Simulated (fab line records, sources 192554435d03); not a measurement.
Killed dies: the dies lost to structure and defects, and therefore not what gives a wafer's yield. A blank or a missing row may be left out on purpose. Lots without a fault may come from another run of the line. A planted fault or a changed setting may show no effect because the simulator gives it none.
Chamber matching    flow n5-finfet    N5_FIN_SAQP_ETCH_52 on rie-diel-02: 4 sister chambers
The step etches SOC in N2/H2, target depth 100 nm, overetch 20 nm, time 150 s. 4 wafers are shown with their chamber, then 7 later ones without.

== EACH WAFER AND ITS CHAMBER ==
wafer   chamber  drypump-motor-current-A (A)
L083.5  0        5.6
L083.6  1        5.4
L084.1  2        5.4
L084.5  3        6.5

== WAFERS MISSING THEIR CHAMBER ==
wafer   drypump-motor-current-A (A)
L084.6  5.4
L086.1  5.6
L086.5  5.6
L086.6  6.6
L096.2  5.3
L096.3  5.6
L096.6  5.6

== WHICH CHAMBER EACH ONE RAN IN ==
wafer   from the rows above      in truth
L084.6  can't be placed: 1 or 2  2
L086.1  0                        0
L086.5  0                        0
L086.6  3                        3
L096.2  can't be placed: 1 or 2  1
L096.3  0                        0
L096.6  0                        0
Correctly placed: 5 of 7. Unplaceable from these rows: 2, with the true chamber sitting among the candidates in 2. Placed wrongly: 0.
How it was worked out, from the rows above alone: a wafer's distance from a chamber is the root of the sum, over the readings, of the square of ((its reading less the chamber's mean) divided by the reading's scatter). The wafer belongs to the nearest chamber; if the next one is less than 2 further off, it can't be placed. A chamber's mean is the mean of its shown wafers. The scatter: with one shown wafer a chamber, the root of the mean of the squares of how far each hidden wafer lies from its nearest shown one.
